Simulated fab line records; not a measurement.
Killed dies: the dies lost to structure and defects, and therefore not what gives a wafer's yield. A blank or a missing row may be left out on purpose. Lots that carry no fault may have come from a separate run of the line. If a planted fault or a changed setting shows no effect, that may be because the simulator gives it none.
Comparing a struck lot with a sound one | flow n5Finfet | 15 out of 1938 route steps
Sound: the wafers L853.3, L853.5, L853.6. Struck: wafers L837.1, L837.3, L837.5. The cause is named last.
Each step with rows lists, per side, the tool, then ch with its chambers, then its first start. Under that, the readings that differ: sound wafers | struck wafers | difference of the means | sigmas: that difference in standard deviations of wafers without a fault.
alike: readings with means less than 2 such deviations apart, plus words and numbers identical on both sides. not compared: withheld readings, readings lacking a value on some wafer, bounds such as >300 that could conceal the same value, and numbers that have no deviation in the record and whose values overlap.
A row with sigmas, a row that says differs or no value, or rows on one side alone: a step with any of these is where the two part. Non-overlapping numbers with no deviation appear without sigmas and do not part them. Lack of a reading on every wafer of one side parts them only where that side has two or more wafers.

first, 11 steps without rows for these wafers: N5_BEOL_M0_SAQP_HM_OPEN_112 (chemistry CHF3/O2, target SiO2, stops on a-Si, target depth 12 nm, time 13.5 s); N5_BEOL_M0_SAQP_STRIP_113 (strips in CHF3/O2); N5_BEOL_M0_SAQP_MANDREL_ETCH_20 (etches a-Si in HBr/Cl2, stops on SiNx, target depth 60 nm, bt time 10 s, time 30 s); N5_BEOL_M0_SAQP_STRIP_86 (strips in N2/H2); N5_BEOL_M0_SAQP_STRIP_115 (strips in post etch residue remover, time 60 s); N5_BEOL_M0_SAQP_SRD_93 (time 30 s); N5_BEOL_M0_SAQP_RECESS_114 (chemistry HF/NH3, target SiO2, target depth 14.4 nm, afs cycles 3, sublimation time 60 s); N5_BEOL_M0_SAQP_SPACER1_ALD_98 (deposits SiO2, target thk 12.8 nm, pulse time 1 s, purge time 2 s); N5_BEOL_M0_SAQP_SPACER1_ETCHBACK_99 (etches SiO2 in CHF3/O2, target depth 15.4 nm, time 7.7 s); N5_BEOL_M0_SAQP_MANDREL1_REMOVE_100 (chemistry HBr/Cl2/O2, target a-Si, stops on SiNx, bt time 10 s); N5_BEOL_M0_SAQP_ETCH_101 (etches SiNx in CH3F/O2, target depth 29.9 nm, time 42.7 s).
N5_BEOL_M0_SAQP_ETCH_102: etches SiO2 in CF4, target depth 4 nm, time 4.4 s.
  sound on rieSi-04 ch 0,2,3, day 11 02:07; struck on rieSi-04 ch 1,2,3, day 7 01:22
  no value came back on the struck wafers for any of 5 readings (biasW (W), cf4FlowSccm (sccm) and others); on the sound wafers biasW (W) reads 397.9 402.1 399.4
  not compared: rfHoursCounterH
then, 1 step without rows for these wafers: N5_BEOL_M0_SAQP_MANDREL_ETCH_103 (etches a-Si in HBr/Cl2, stops on SiCN, target depth 45 nm, bt time 10 s, time 27 s).
N5_BEOL_M4_RC_MEAS_101:
  the record has rows for the sound wafers here (prober-02 ch 0, day 15 18:47) and none for the struck ones
-- the record jumps here: 9 days lie between the struck wafers' starts before and after (it left off in module BEOL_M4 and takes up again in module PASSIVATION, whose first step shown is number 1936 of the route) --
N5_PASSIVATION_PROBE_49:
  rows exist in the record for the struck wafers here (prober-01, day 15 18:56), but not for the sound ones

WHERE THEY PART
First at N5_BEOL_M0_SAQP_ETCH_102; last, within this record, at N5_PASSIVATION_PROBE_49.

WHY: the cause the simulator had injected
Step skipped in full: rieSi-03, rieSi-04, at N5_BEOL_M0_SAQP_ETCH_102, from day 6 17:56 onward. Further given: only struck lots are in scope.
